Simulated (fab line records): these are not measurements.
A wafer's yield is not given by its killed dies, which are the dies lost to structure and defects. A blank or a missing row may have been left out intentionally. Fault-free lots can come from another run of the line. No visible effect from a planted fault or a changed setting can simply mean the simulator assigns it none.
Check of tool commonality | flow nand_harc | 3 lots and 9 wafers in the sample

== THE REASON FOR OPENING IT ==
At NHARC_END_SORT_01 the reading killed_at_array is flagged on 3 of 3 lots. Wafers without a fault read 25, standard deviation 9.2.
Rule: a lot is flagged when every wafer of it that has a number lies more than 4 standard deviations from that mean, or none has a number. As for the other lots, they are considered sound.

lot  | measured     | on        | killed_at_array, wafer by wafer | flag
L258 | day 21 17:50 | prober-01 | 671 670 676                     | FLAGGED
L261 | day 22 08:16 | prober-02 | 673 672 667                     | FLAGGED
L265 | day 23 03:07 | prober-01 | 669 672 669                     | FLAGGED
On average the flagged lots' numbers are 671, which is +646 against the usual, or +70 standard deviations.

== TOOL THAT RAN EACH LOT ==
Before the reading, the record contains 2 process steps out of a 1159-step route. Each cell gives the tool, then ch followed by the chambers the sampled wafers passed through, then the start.
lot  | flag    | NHARC_A_STAIRCASE_ETCH_403          | NHARC_A_M1_ETCH_28
L258 | FLAGGED | wet_bench-07 ch 2,3,5, day 16 06:34 | no row
L261 | FLAGGED | wet_bench-04 ch 2,4,6, day 16 23:58 | no row
L265 | FLAGGED | wet_bench-07 ch 3,4,7, day 17 00:05 | no row
What these steps do:
- NHARC_A_STAIRCASE_ETCH_403: etches SiO2 in dHF, target depth 108.2 nm.
- NHARC_A_M1_ETCH_28: etches the open film in CF4/N2, target depth 30 nm, time 72.99 s.
- NHARC_END_SORT_01

== FLAGGED AGAINST TOTAL, ONE TOOL AT A TIME (gauges that did the reading follow at the end) ==
step                       | tool         | lots run | flagged | share of the flagged lots | sound lots run after its first flagged lot
NHARC_A_STAIRCASE_ETCH_403 | wet_bench-04 | 1        | 1       | some                      | 0
NHARC_A_STAIRCASE_ETCH_403 | wet_bench-07 | 2        | 2       | some                      | 0
NHARC_END_SORT_01          | prober-01    | 2        | 2       | some                      | 0
NHARC_END_SORT_01          | prober-02    | 1        | 1       | some                      | 0

== WHAT THE TABLE ALLOWS ==
No row of the table ran every flagged lot.

== WHAT WAS PUT IN BY THE SIMULATOR ==
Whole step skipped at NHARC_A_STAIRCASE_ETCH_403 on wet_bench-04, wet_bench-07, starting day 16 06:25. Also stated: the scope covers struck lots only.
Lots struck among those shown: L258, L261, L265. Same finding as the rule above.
